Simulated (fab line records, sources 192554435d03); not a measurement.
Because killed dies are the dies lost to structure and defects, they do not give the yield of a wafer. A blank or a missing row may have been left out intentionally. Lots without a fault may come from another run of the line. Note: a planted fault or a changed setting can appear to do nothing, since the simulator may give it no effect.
fab line records ; flow n5Finfet
[record] lots = 7; wafers = 21
route steps=1938 shown BEOL_M5@1154 BEOL_M6@1239 BEOL_M7@1267
startH: start of the lot's first displayed wafer, in hours after the record's first day ; waitH: time in hours since the lot's previous step ; " the same as in the row above ; L1.1+2: one row covering several wafers at once ; - no value, or no start given ; * or withheld: withheld ; < > ~ a bound
route shown NAME@n: NAME is a module with steps in the file, n the number in the route of the first one ; usual: the fault-free wafers' mean and standard deviation ; same: alike in all rows ; chamber/n: place in a boat ; sites: the reading at each site ; _std_site: how widely they spread, as a standard deviation ; _edge_site: outer sites' mean less inner sites' ; radiusMm: for every site, how far away it sits from the centre of the wafer ; mask NAME#n: copy n ; behind: the tool/chamber that last shaped the wafer ; hold: the reason the lot was held/the length of the hold in hours/how it ended ; device: which transistor (n, p or np) failed to switch ; end of line: at the end of the route, the tests of the same wafers ; where a step has no rows: the recipe by itself ; killed: dies that structure and defects cost at the first sort, which is not the same as the wafer's yield ; map: a wafer's dies, marking killed ones x, the rest . and places with no die _
set.NAME: the run value of the setting; set.NAME@STEP: its run value at that earlier step ; model.NAME: the simulator's own value behind a step, which no gauge read
one table per step and one row per wafer, for lots whose settings were changed on purpose
[[steps]]
[step N5_BEOL_M5_ETCH_68]
[recipe] chemistry = N2/H2; target = SOC; targetDepthA = 800; overetchA = 160; maskMaterial = SiARC; tempC = 40; timeS = 120; ionEnergyEv = 200; pressureMtorr = 30; sourceW = 840; biasW = 150; n2FlowSccm = 200; h2FlowSccm = 200
lot.wafer;tool;chamber;startH;waitH;set.timeS;model.SiARC_of_BEOL_M5_COAT_66.thkNm
L075.4+5+6;rieDiel-04;2,1,2;206.79;0.0;120;6.4
L077.1;rieDiel-01;3;212.24;0.0;120;6.2
L077.2;rieDiel-01;2;212.24;0.0;112.9;6.6
L077.5;rieDiel-01;1;212.24;0.0;120;6.4
L078.1;rieDiel-01;3;229.28;0.0;120;6.2
L078.4;rieDiel-01;2;229.28;0.0;141;5.4
L078.5;rieDiel-01;1;229.28;0.0;120;6.4
L076.1;rieDiel-01;0;229.84;0.0;120;6.4
L076.3+6;rieDiel-01;1,0;229.84;0.0;120;6.6
L092.3;rieDiel-06;3;310.09;0.0;120;6.4
L092.4;rieDiel-06;0;310.09;0.0;106.1;7
L092.5;rieDiel-06;2;310.09;0.0;120;6.2
L095.3;rieDiel-01;0;322.95;0.0;113.1;6.8
L095.4+5;rieDiel-01;3;322.95;0.0;120;6.2
L096.1+4;rieDiel-01;0,1;334.52;0.0;130.3;6
L096.2;rieDiel-01;3;334.52;0.0;120;6.4
[step N5_BEOL_M5_TRENCH_ETCH_37]
[recipe] chemistry = C4F6/O2; targetDepthA = 716.52; target = SiCOH_lowk; timeS = 24.7; ionEnergyEv = 250; pressureMtorr = 30; sourceW = 345; biasW = 185; Ar_flow_sccm = 300; C4F6_flow_sccm = 10; O2_flow_sccm = 10
lot.wafer;tool;chamber;startH;waitH;set.timeS;model.etch.depthNm;model.BEOL_M5.featureDepthNm
L075.4;rieDiel-04;2;-;-;24.7;71.03;71
L075.5;rieDiel-04;1;-;-;24.7;72.66;72.6
L075.6;rieDiel-04;2;-;-;24.7;70.75;70.8
L077.1;rieDiel-01;3;-;-;24.7;72.86;72.8
L077.2;rieDiel-01;2;-;-;24.7;71.66;71.6
L077.5;rieDiel-01;1;-;-;20.94;60.45;60.4
L078.1;rieDiel-01;3;-;-;24.7;72.21;72.2
L078.4;rieDiel-01;2;-;-;24.7;70.99;71
L078.5;rieDiel-01;1;-;-;27.67;79.12;79.2
L076.1;rieDiel-01;0;-;-;24.7;70.86;70.8
L076.3;rieDiel-01;1;-;-;24.7;71.44;71.4
L076.6;rieDiel-01;0;-;-;24.7;71.16;71.2
L092.3;rieDiel-06;3;-;-;24.7;70.46;70.4
L092.4;rieDiel-06;0;-;-;24.7;73.77;73.8
L092.5;rieDiel-06;2;-;-;24.7;73.44;73.4
L095.3;rieDiel-01;0;-;-;24.7;70.86;70.8
L095.4;rieDiel-01;3;-;-;19.51;57.42;57.4
L095.5;rieDiel-01;3;-;-;24.7;72.58;72.6
L096.1;rieDiel-01;0;-;-;24.7;72.25;72.2
L096.2;rieDiel-01;3;-;-;20.72;61.15;61.2
L096.4;rieDiel-01;1;-;-;20.72;59.78;59.8
[step N5_BEOL_M5_ETCH_41]
[recipe] chemistry = CH3F/O2; target = SiCN; targetDepthA = 315; taperDeg = 2; timeS = 56.7; ionEnergyEv = 120; maskMaterial = TiN; pressureMtorr = 30; sourceW = 395; biasW = 75; Ar_flow_sccm = 150; CH3F_flow_sccm = 30; O2_flow_sccm = 20
[step N5_BEOL_M5_STRIP_91]
[recipe] chemistry = N2/H2; timeS = 10; powerW = 450; tempC = 40; pressureMtorr = 20; rfFrequencyHz = 6e+07; biasPowerW = 7; n2FlowSccm = 200; h2FlowSccm = 200
[step N5_BEOL_M5_OCD_MEAS_38]
[usual] trenchDepthNm = 71.8/1.1
lot.wafer;tool;chamber;startH;waitH;set.timeS@BEOL_M5_TRENCH_ETCH_37;trenchDepthNm
L075.4;ocd-02;-;207.14;-;24.7;70.9
L075.5;ocd-02;-;207.14;-;24.7;72.5
L075.6;ocd-02;-;207.14;-;24.7;70.8
L077.1;ocd-02;-;212.58;-;24.7;72.5
L077.2;ocd-02;-;212.58;-;24.7;71.4
L077.5;ocd-02;-;212.58;-;20.94;60.5
L078.1;ocd-02;-;229.62;-;24.7;72.9
L078.4;ocd-02;-;229.62;-;24.7;71.0
L078.5;ocd-02;-;229.62;-;27.67;79.2
L076.1;ocd-01;-;230.18;-;24.7;70.8
L076.3;ocd-01;-;230.18;-;24.7;71.4
L076.6;ocd-01;-;230.18;-;24.7;71.1
L092.3;ocd-02;-;310.43;-;24.7;70.6
L092.4;ocd-02;-;310.43;-;24.7;73.8
L092.5;ocd-02;-;310.43;-;24.7;73.7
L095.3;ocd-02;-;323.29;-;24.7;70.8
L095.4;ocd-02;-;323.29;-;19.51;58.0
L095.5;ocd-02;-;323.29;-;24.7;72.7
L096.1;ocd-01;-;334.86;-;24.7;72.1
L096.2;ocd-01;-;334.86;-;20.72;60.9
L096.4;ocd-01;-;334.86;-;20.72;59.3
[step N5_BEOL_M5_HM_STRIP_39]
[recipe] chemistry = peroxideTinStrip; material = TiN; targetDepthA = 250; tempC = 50; timeS = 158
[step N5_BEOL_M5_SRD_40]
[recipe] timeS = 30; tempC = 23; rinseLiquid = diw; dry = ipaMarangoni
[step N5_BEOL_M5_ECD_50]
[recipe] material = Cu; targetThkA = 3000
[step N5_BEOL_M5_ANNEAL_51]
[recipe] tempC = 225; timeS = 90; ambient = N2
[step N5_BEOL_M5_CMP_52]
[recipe] stopOn = SiCOH_lowk; tOverpolishS = 6.9; downForcePsi = 1; platenRpm = 50; clearingPlatenDownForcePsi = 1.5; clearingPlatenRpm = 50; postCmpClean = cuAlkaline; targetThkNm = 62; clearingPlatenPadVelocityMS = 0.99484; padVelocityMS = 0.99484
lot.wafer;tool;chamber;startH;waitH;set.timeS@BEOL_M5_TRENCH_ETCH_37;model.Cu_of_BEOL_M5_ECD_50.thkNm
L075.4;cmp-03;3;214.52;0.2;24.7;61.6
L075.5;cmp-03;2;214.52;0.2;24.7;62.6
L075.6;cmp-03;3;214.52;0.2;24.7;62
L077.2;cmp-04;3;219.24;0.2;24.7;61.6
L077.1;cmp-04;1;219.24;0.2;24.7;63
L077.5;cmp-04;3;219.24;0.2;20.94;50.2
L078.4+1;cmp-03;3,0;236.14;0.3;24.7;61.6
L078.5;cmp-03;2;236.14;0.3;27.67;68.6
L076.3;cmp-01;2;236.65;0.2;24.7;60.8
L076.1;cmp-01;0;236.65;0.2;24.7;61.4
L076.6;cmp-01;1;236.65;0.2;24.7;61
L092.4;cmp-04;1;316.94;0.1;24.7;63.4
L092.3;cmp-04;3;316.94;0.1;24.7;60.8
L092.5;cmp-04;2;316.94;0.1;24.7;64.4
L095.4;cmp-04;1;329.52;0.2;19.51;47.8
L095.3;cmp-04;2;329.52;0.2;24.7;61.2
L095.5;cmp-04;0;329.52;0.2;24.7;63.2
L096.4;cmp-04;2;340.87;0.1;20.72;52.2
L096.1;cmp-04;0;340.87;0.1;24.7;64
L096.2;cmp-04;1;340.87;0.1;20.72;51.8
[step N5_BEOL_M5_THK_MEAS_53]
[recipe] thkMeasGauge = xrf; reads = Cu_of_BEOL_M5_ECD_50
[usual] M5_THK = 62.5/1.4
lot.wafer;tool;chamber;startH;waitH;set.timeS@BEOL_M5_TRENCH_ETCH_37;M5_THK[nm]
L075.4;filmMetro-02;-;214.78;-;24.7;61.8
L075.5;filmMetro-02;-;214.78;-;24.7;62.9
L075.6;filmMetro-02;-;214.78;-;24.7;62.2
L077.1;filmMetro-02;-;219.54;-;24.7;63.4
L077.2;filmMetro-02;-;219.54;-;24.7;62.2
L077.5;filmMetro-02;-;219.54;-;20.94;50.4
L078.1;filmMetro-01;-;236.36;-;24.7;62.3
L078.4;filmMetro-01;-;236.36;-;24.7;62.5
L078.5;filmMetro-01;-;236.36;-;27.67;69.8
L076.1;filmMetro-02;-;236.90;-;24.7;62.6
L076.3;filmMetro-02;-;236.90;-;24.7;61.8
L076.6;filmMetro-02;-;236.90;-;24.7;62.0
L092.3;filmMetro-01;-;317.24;-;24.7;61.1
L092.4;filmMetro-01;-;317.24;-;24.7;63.2
L092.5;filmMetro-01;-;317.24;-;24.7;64.8
L095.3;filmMetro-01;-;329.78;-;24.7;61.3
L095.4;filmMetro-01;-;329.78;-;19.51;47.7
L095.5;filmMetro-01;-;329.78;-;24.7;63.0
L096.1;filmMetro-01;-;341.16;-;24.7;63.9
L096.2;filmMetro-01;-;341.16;-;20.72;51.7
L096.4;filmMetro-01;-;341.16;-;20.72;52.3
[step N5_BEOL_M5_PRE_CLEAN_77]
[recipe] gas = NH3/H2; timeS = 15; tempC = *; rfPowerW = 300
[step N5_BEOL_M5_CO_CAP_78]
[recipe] material = Co; targetThkA = 20; tempC = 200; precursor = CCTBA/H2; pressureTorr = 30; timeS = 102.1
[step N5_BEOL_M5_PRE_CLEAN_55]
[recipe] gas = NH3; timeS = 15; tempC = withheld; rfPowerW = 300
[step N5_BEOL_M5_DEP_56]
[recipe] material = SiCN; targetThkA = 80; tempC = withheld; precursor = 3MS/NH3; pressureTorr = 3; rfW = 202; timeS = 14
[step N5_BEOL_M5_RS_MEAS_57]
[recipe] thkMeasGauge = four-point-probe; reads = Co_of_BEOL_M5_CO_CAP_78+Cu_of_BEOL_M5_ECD_50+Co_of_BEOL_M5_CVD_47+TaN_of_BEOL_M5_ALD_86
[usual] M5_RS = 0.385/0.01
lot.wafer;tool;chamber;startH;waitH;set.timeS@BEOL_M5_TRENCH_ETCH_37;M5_RS[ohm/sq]
L075.4;filmMetro-02;-;215.04;0.0;24.7;0.389
L075.5;filmMetro-02;-;215.04;0.0;24.7;0.381
L075.6;filmMetro-02;-;215.04;0.0;24.7;0.387
L077.1;filmMetro-01;-;219.80;0.0;24.7;0.380
L077.2;filmMetro-01;-;219.80;0.0;24.7;0.389
L077.5;filmMetro-01;-;219.80;0.0;20.94;0.501
L078.1;filmMetro-02;-;236.63;0.0;24.7;0.388
L078.4;filmMetro-02;-;236.63;0.0;24.7;0.388
L078.5;filmMetro-02;-;236.63;0.0;27.67;0.341
L076.1;filmMetro-02;-;237.16;0.0;24.7;0.389
L076.3;filmMetro-02;-;237.16;0.0;24.7;0.394
L076.6;filmMetro-02;-;237.16;0.0;24.7;0.393
L092.3;filmMetro-01;-;317.51;0.1;24.7;0.394
L092.4;filmMetro-01;-;317.51;0.1;24.7;0.376
L092.5;filmMetro-01;-;317.51;0.1;24.7;0.368
L095.3;filmMetro-01;-;330.04;0.1;24.7;0.392
L095.4;filmMetro-01;-;330.04;0.1;19.51;0.534
L095.5;filmMetro-01;-;330.04;0.1;24.7;0.378
L096.1;filmMetro-01;-;341.48;0.0;24.7;0.370
L096.2;filmMetro-01;-;341.48;0.0;20.72;0.481
L096.4;filmMetro-01;-;341.48;0.0;20.72;0.476
[step N5_BEOL_M6_TRENCH_ETCH_37]
[recipe] chemistry = C4F6/O2; targetDepthA = 944.35; target = SiCOH_lowk; timeS = 31.5; ionEnergyEv = 250; pressureMtorr = 30; sourceW = 345; biasW = 185; Ar_flow_sccm = 300; C4F6_flow_sccm = 10; O2_flow_sccm = 10
[usual] rfVppV = 669/7.6
lot.wafer;tool;chamber;startH;waitH;set.biasW;rfVppV;model.etch.depthNm;model.BEOL_M6.featureDepthNm
L075.4;rieDiel-03;2;-;-;185;666;92.97;93
L075.5;rieDiel-03;2;-;-;215.9;753;98.38;98.4
L075.6;rieDiel-03;3;-;-;215.9;740;98.37;98.4
L077.1;rieDiel-05;3;-;-;185;671;93.9;94
L077.2;rieDiel-05;1;-;-;153.3;570;88.39;88.4
L077.5;rieDiel-05;1;-;-;153.3;569;88.04;88
L078.1;rieDiel-03;1;-;-;185;670;91.72;91.8
L078.4;rieDiel-03;0;-;-;207.2;740;97.44;97.4
L078.5;rieDiel-03;2;-;-;185;667;93.09;93
L076.1;rieDiel-03;1;-;-;185;672;92.23;92.2
L076.3;rieDiel-03;3;-;-;185;656;94.56;94.6
L076.6;rieDiel-03;2;-;-;185;666;94.37;94.4
L092.3;rieDiel-03;1;-;-;212.9;749;94.84;94.8
L092.4;rieDiel-03;2;-;-;185;664;94.59;94.6
L092.5;rieDiel-03;0;-;-;185;675;92.98;93
L095.3;rieDiel-03;3;-;-;185;654;92.59;92.6
L095.4;rieDiel-03;1;-;-;185;669;90.32;90.4
L095.5;rieDiel-03;2;-;-;208.8;732;97.06;97
L096.1;rieDiel-03;2;-;-;185;665;94.34;94.4
L096.2;rieDiel-03;3;-;-;162.5;591;90.14;90.2
L096.4;rieDiel-03;0;-;-;162.5;611;90.2;90.2
[step N5_BEOL_M6_ETCH_41]
[recipe] chemistry = CH3F/O2; target = SiCN; targetDepthA = 297; taperDeg = 2; timeS = 52; ionEnergyEv = 120; maskMaterial = TiN; pressureMtorr = 30; sourceW = 395; biasW = 75; Ar_flow_sccm = 150; CH3F_flow_sccm = 30; O2_flow_sccm = 20
[step N5_BEOL_M6_STRIP_80]
[recipe] chemistry = N2/H2; timeS = 10; powerW = 450; tempC = 40; pressureMtorr = 20; rfFrequencyHz = 6e+07; biasPowerW = 7; n2FlowSccm = 200; h2FlowSccm = 200
[step N5_BEOL_M6_OCD_MEAS_38]
[usual] trenchDepthNm = 93.7/1.3
lot.wafer;tool;chamber;startH;waitH;set.biasW@BEOL_M6_TRENCH_ETCH_37;trenchDepthNm
L075.4;ocd-02;-;218.47;-;185;92.6
L075.5;ocd-02;-;218.47;-;215.9;98.5
L075.6;ocd-02;-;218.47;-;215.9;98.7
L077.1;ocd-02;-;224.88;-;185;94.2
L077.2;ocd-02;-;224.88;-;153.3;87.9
L077.5;ocd-02;-;224.88;-;153.3;87.8
L078.1;ocd-01;-;240.52;-;185;92.0
L078.4;ocd-01;-;240.52;-;207.2;97.6
L078.5;ocd-01;-;240.52;-;185;93.4
L076.1;ocd-01;-;240.92;-;185;92.5
L076.3;ocd-01;-;240.92;-;185;94.5
L076.6;ocd-01;-;240.92;-;185;94.3
L092.3;ocd-01;-;323.47;-;212.9;94.8
L092.4;ocd-01;-;323.47;-;185;94.5
L092.5;ocd-01;-;323.47;-;185;92.7
L095.3;ocd-01;-;336.16;-;185;92.8
L095.4;ocd-01;-;336.16;-;185;90.2
L095.5;ocd-01;-;336.16;-;208.8;97.3
L096.1;ocd-01;-;346.12;-;185;93.9
L096.2;ocd-01;-;346.12;-;162.5;90.0
L096.4;ocd-01;-;346.12;-;162.5;89.9
[step N5_BEOL_M6_ALD_77]
[recipe] material = TaN; targetThkA = 20; tempC = 275; aldPrecursorFamily = PDMAT; aldCoReactant = NH3; pressureTorr = 3; carrierFlowSccm = 1500; pulseTimeS = 2; purgeTimeS = 3; coReactantPurgeTimeS = 2; coReactantPulseTimeS = 3; aldCycles = 40; precursorVesselTempC = 75; precursorVesselPressureTorr = 26.25; precursorVesselCarrierSccm = 1000
lot.wafer;tool;chamber;startH;waitH;set.coReactantPulseTimeS
L075.4+5;aldMetal-03;2,0;219.18;0.1;2.606
L075.6;aldMetal-03;3;219.18;0.1;3
L077.1+2+5;aldMetal-03;2,0,3;225.74;0.0;3
L078.1+5;aldMetal-02;1,2;241.21;0.1;2.656
L078.4;aldMetal-02;3;241.21;0.1;3
L076.1+3+6;aldMetal-02;1,3,1;242.04;0.1;3
L092.3+4;aldMetal-02;0,3;324.39;0.0;3.519
L092.5;aldMetal-02;2;324.39;0.0;3
L095.3;aldMetal-01;0;338.09;0.2;3
L095.4+5;aldMetal-01;1;338.09;0.2;3.208
L096.1+2+4;aldMetal-01;3,2,1;347.23;0.1;3
[step N5_BEOL_M6_SURFACE_TREAT_79]
[recipe] gas = Ar; timeS = *; ionEnergyEv = *; ionCurrentMaCm2 = 0.5; pressureMtorr = *; arFlowSccm = 30
[step N5_BEOL_M6_CVD_78]
[recipe] material = Co; targetThkA = 20; tempC = withheld; precursor = CCTBA/H2; pressureTorr = 30; timeS = 142.3
[step N5_BEOL_M6_ANNEAL_51]
[recipe] tempC = 225; timeS = 90; ambient = N2
[step N5_BEOL_M6_CMP_52]
[recipe] stopOn = SiCOH_lowk; tOverpolishS = 6.9; downForcePsi = 1; platenRpm = 50; clearingPlatenDownForcePsi = 1.5; clearingPlatenRpm = 50; postCmpClean = cuAlkaline; targetThkNm = 80; clearingPlatenPadVelocityMS = 0.99484; padVelocityMS = 0.99484
[step N5_BEOL_M6_THK_MEAS_53]
[recipe] thkMeasGauge = xrf; reads = Cu_of_BEOL_M6_ECD_50
[usual] M6_THK = 79.7/1.8
lot.wafer;tool;chamber;startH;waitH;set.biasW@BEOL_M6_TRENCH_ETCH_37;M6_THK[nm]
L075.4;filmMetro-02;-;221.78;-;185;77.8
L075.5;filmMetro-02;-;221.78;-;215.9;84.8
L075.6;filmMetro-02;-;221.78;-;215.9;84.1
L077.1;filmMetro-01;-;227.79;-;185;79.2
L077.2;filmMetro-01;-;227.79;-;153.3;73.9
L077.5;filmMetro-01;-;227.79;-;153.3;72.8
L078.1;filmMetro-02;-;242.80;-;185;76.9
L078.4;filmMetro-02;-;242.80;-;207.2;83.4
L078.5;filmMetro-02;-;242.80;-;185;78.3
L076.1;filmMetro-01;-;244.06;-;185;77.3
L076.3;filmMetro-01;-;244.06;-;185;79.8
L076.6;filmMetro-01;-;244.06;-;185;81.1
L092.3;filmMetro-01;-;326.08;-;212.9;80.0
L092.4;filmMetro-01;-;326.08;-;185;80.6
L092.5;filmMetro-01;-;326.08;-;185;77.6
L095.3;filmMetro-01;-;339.66;-;185;78.0
L095.4;filmMetro-01;-;339.66;-;185;76.1
L095.5;filmMetro-01;-;339.66;-;208.8;83.0
L096.1;filmMetro-02;-;348.52;-;185;79.5
L096.2;filmMetro-02;-;348.52;-;162.5;75.4
L096.4;filmMetro-02;-;348.52;-;162.5;74.9
[step N5_BEOL_M6_DEP_56]
[recipe] material = SiCN; targetThkA = 100; tempC = withheld; precursor = 3MS/NH3; pressureTorr = 3; rfW = 202; timeS = 17.5
lot.wafer;tool;chamber;startH;waitH;set.timeS;model.SiCN_of_BEOL_M6_DEP_56.thkNm
L075.4+5;pecvd-03;1,2;221.86;0.0;17.5;10
L075.6;pecvd-03;0;221.86;0.0;17.5;10.2
L077.1+5;pecvd-01;2,1;227.85;0.0;15.83;9
L077.2;pecvd-01;1;227.85;0.0;17.5;9.8
L078.1+5;pecvd-01;2;242.86;0.0;17.5;10
L078.4;pecvd-01;0;242.86;0.0;16.27;9.4
L076.1+3;pecvd-04;2,1;244.12;0.0;17.5;9.8
L076.6;pecvd-04;1;244.12;0.0;17.5;10
L092.3;pecvd-03;2;326.14;0.0;17.5;10
L092.4;pecvd-03;2;326.14;0.0;15.59;9
L092.5;pecvd-03;0;326.14;0.0;17.5;10.2
L095.3+5;pecvd-03;2,1;339.72;0.0;18.98;10.8
L095.4;pecvd-03;2;339.72;0.0;17.5;10
L096.1;pecvd-04;1;348.58;0.0;16.79;9.4
L096.2;pecvd-04;2;348.58;0.0;17.5;10
L096.4;pecvd-04;1;348.58;0.0;16.79;9.6
[step N5_BEOL_M7_HM_DEP_02]
[recipe] material = TiN; targetThkA = 200; tempC = 25; chamberPressurePa = 0.49996
lot.wafer;tool;chamber;startH;waitH;set.targetThkA;model.TiN_of_BEOL_M7_HM_DEP_02.thkNm
L075.4;pvdSputter-03;-;224.65;2.0;185.6;18.4
L075.5;pvdSputter-03;-;224.65;2.0;200;20
L075.6;pvdSputter-03;-;224.65;2.0;185.6;18.6
L077.1+2+5;pvdSputter-03;-;229.81;1.2;200;20
L078.1+5;pvdSputter-02;-;245.17;1.5;200;20
L078.4;pvdSputter-02;-;245.17;1.5;200;20.2
L076.1+3+6;pvdSputter-01;-;245.38;0.5;200;20.4
L092.3;pvdSputter-01;-;328.69;1.3;207.3;20.8
L092.4;pvdSputter-01;-;328.69;1.3;200;19.8
L092.5;pvdSputter-01;-;328.69;1.3;200;20
L095.3;pvdSputter-01;-;341.28;0.8;187;18.8
L095.4+5;pvdSputter-01;-;341.28;0.8;200;20.2
L096.1;pvdSputter-01;-;350.86;1.5;209.3;20.8
L096.2;pvdSputter-01;-;350.86;1.5;209.3;21.2
L096.4;pvdSputter-01;-;350.86;1.5;200;20
[step N5_BEOL_M7_COAT_59]
[recipe] resist = SOC; tempC = 250; timeS = 60; spinRpm = 1500; resistThkNm = 100
[step N5_BEOL_M7_COAT_60]
[recipe] resist = SiARC; tempC = 220; timeS = 60; spinRpm = 1500; resistThkNm = 35
[step N5_BEOL_M7_STRIP_68]
[recipe] chemistry = N2/H2; tempC = 40; n2FlowSccm = 200; h2FlowSccm = 200; rfFrequencyHz = 6e+07
[step N5_BEOL_M7_STRIP_67]
[recipe] chemistry = CF4; resist = SiARC; powerW = 300; biasPowerW = 75; pressureMtorr = 50; cf4FlowSccm = 150; rfFrequencyHz = 6e+07
[step N5_BEOL_M7_HM_OPEN_17]
[recipe] chemistry = Cl2/BCl3; targetDepthA = 200; overetchA = 60; target = TiN; maskMaterial = SOC; ionEnergyEv = 150; pressureMtorr = 10; icpW = 1000; biasW = 126; Cl2_flow_sccm = 53.25; bcl3FlowSccm = 21.75; Ar_flow_sccm = 25
lot.wafer;tool;chamber;startH;waitH;set.targetThkA@BEOL_M7_HM_DEP_02;model.etch.depthNm
L075.4;rieMetal-02;0;225.98;0.1;185.6;18.38
L075.5;rieMetal-02;0;225.98;0.1;200;19.96
L075.6;rieMetal-02;0;225.98;0.1;185.6;18.5
L077.1;rieMetal-01;1;231.17;0.1;200;20
L077.2;rieMetal-01;0;231.17;0.1;200;19.98
L077.5;rieMetal-01;1;231.17;0.1;200;19.93
L078.1;rieMetal-02;0;246.04;0.0;200;20.04
L078.4;rieMetal-02;0;246.04;0.0;200;20.18
L078.5;rieMetal-02;1;246.04;0.0;200;20.02
L076.1+3;rieMetal-02;0;246.29;0.0;200;20.42
L076.6;rieMetal-02;1;246.29;0.0;200;20.31
L092.3;rieMetal-01;1;329.47;0.1;207.3;20.86
L092.4;rieMetal-01;0;329.47;0.1;200;19.85
L092.5;rieMetal-01;0;329.47;0.1;200;19.98
L095.3;rieMetal-02;1;342.27;0.1;187;18.89
L095.4;rieMetal-02;0;342.27;0.1;200;20.15
L095.5;rieMetal-02;0;342.27;0.1;200;20.25
L096.1;rieMetal-03;1;351.61;0.0;209.3;20.89
L096.2;rieMetal-03;0;351.61;0.0;209.3;21.1
L096.4;rieMetal-03;1;351.61;0.0;200;20.02
[step N5_BEOL_M7_STRIP_19]
[recipe] chemistry = O2; powerW = 400; tempC = 40; pressureMtorr = 30; rfFrequencyHz = 6e+07; biasPowerW = 0; overashFraction = 0.2; o2FlowSccm = 225
[step N5_BEOL_M7_STRIP_76]
[recipe] chemistry = C4F6/O2; resist = SiARC; rfFrequencyHz = 6e+07
[step N5_BEOL_M7_STRIP_36]
[recipe] chemistry = N2/H2; powerW = 450; tempC = 40; pressureMtorr = 20; rfFrequencyHz = 6e+07; overashFraction = 0.3; biasPowerW = 7; h2Frac = 0.5; n2FlowSccm = 200; h2FlowSccm = 200
[step N5_BEOL_M7_TRENCH_ETCH_37]
[recipe] chemistry = C4F6/O2; targetDepthA = 934.78; target = SiCOH_lowk; timeS = 31.2; ionEnergyEv = 250; pressureMtorr = 30; sourceW = 345; biasW = 185; Ar_flow_sccm = 300; C4F6_flow_sccm = 10; O2_flow_sccm = 10
lot.wafer;tool;chamber;startH;waitH;set.targetThkA@BEOL_M7_HM_DEP_02;model.TiN_of_BEOL_M7_HM_DEP_02.thkNm
L075.4+6;rieDiel-06;3,0;-;-;185.6;15.8
L075.5;rieDiel-06;3;-;-;200;17.4
L077.1+5;rieDiel-06;2,1;-;-;200;17.2
L077.2;rieDiel-06;1;-;-;200;17.4
L078.1+5;rieDiel-04;1,3;-;-;200;17.4
L078.4;rieDiel-04;0;-;-;200;17.6
L076.1+3;rieDiel-01;3,0;-;-;200;17.8
L076.6;rieDiel-01;3;-;-;200;17.6
L092.3;rieDiel-04;0;-;-;207.3;18.2
L092.4;rieDiel-04;2;-;-;200;17.2
L092.5;rieDiel-04;3;-;-;200;17.4
L095.3;rieDiel-04;0;-;-;187;16.2
L095.4;rieDiel-04;1;-;-;200;17.4
L095.5;rieDiel-04;3;-;-;200;17.6
L096.1;rieDiel-04;2;-;-;209.3;18.2
L096.2;rieDiel-04;3;-;-;209.3;18.4
L096.4;rieDiel-04;1;-;-;200;17.4
[[key]]
[split] step = N5_BEOL_M5_ETCH_68; setting = timeS; stated = 120; by = wafer
[response] step = N5_BEOL_M5_ETCH_68; reading = model.SiARC_of_BEOL_M5_COAT_66.thkNm; change = -0.0559; per = 1%; r = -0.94
[split] step = N5_BEOL_M5_TRENCH_ETCH_37; setting = timeS; stated = 24.7; by = wafer
[response] step = N5_BEOL_M5_TRENCH_ETCH_37; reading = model.etch.depthNm; change = +0.706; per = 1%; r = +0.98
[response] step = N5_BEOL_M5_TRENCH_ETCH_37; reading = model.BEOL_M5.featureDepthNm; change = +0.705; per = 1%; r = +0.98
[response] step = N5_BEOL_M5_OCD_MEAS_38; reading = trenchDepthNm; change = +0.691; per = 1%; r = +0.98
[response] step = N5_BEOL_M5_CMP_52; reading = model.Cu_of_BEOL_M5_ECD_50.thkNm; change = +0.709; per = 1%; r = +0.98
[response] step = N5_BEOL_M5_THK_MEAS_53; reading = M5_THK; change = +0.717; per = 1%; r = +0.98
[response] step = N5_BEOL_M5_RS_MEAS_57; reading = M5_RS; change = -0.00669; per = 1%; r = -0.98
[split] step = N5_BEOL_M6_TRENCH_ETCH_37; setting = biasW; stated = 185; by = wafer
[response] step = N5_BEOL_M6_TRENCH_ETCH_37; reading = rfVppV; change = +5.42; per = 1%; r = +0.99
[response] step = N5_BEOL_M6_TRENCH_ETCH_37; reading = model.etch.depthNm; change = +0.308; per = 1%; r = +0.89
[response] step = N5_BEOL_M6_TRENCH_ETCH_37; reading = model.BEOL_M6.featureDepthNm; change = +0.307; per = 1%; r = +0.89
[response] step = N5_BEOL_M6_OCD_MEAS_38; reading = trenchDepthNm; change = +0.326; per = 1%; r = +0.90
[response] step = N5_BEOL_M6_THK_MEAS_53; reading = M6_THK; change = +0.337; per = 1%; r = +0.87
[split] step = N5_BEOL_M6_ALD_77; setting = coReactantPulseTimeS; stated = 3; by = wafer
response none clear
[split] step = N5_BEOL_M6_DEP_56; setting = timeS; stated = 17.5; by = wafer
[response] step = N5_BEOL_M6_DEP_56; reading = model.SiCN_of_BEOL_M6_DEP_56.thkNm; change = +0.0939; per = 1%; r = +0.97
[split] step = N5_BEOL_M7_HM_DEP_02; setting = targetThkA; stated = 200; by = wafer
[response] step = N5_BEOL_M7_HM_DEP_02; reading = model.TiN_of_BEOL_M7_HM_DEP_02.thkNm; change = +0.216; per = 1%; r = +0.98
[response] step = N5_BEOL_M7_HM_OPEN_17; reading = model.etch.depthNm; change = +0.212; per = 1%; r = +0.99
[response] step = N5_BEOL_M7_TRENCH_ETCH_37; reading = model.TiN_of_BEOL_M7_HM_DEP_02.thkNm; change = +0.213; per = 1%; r = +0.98
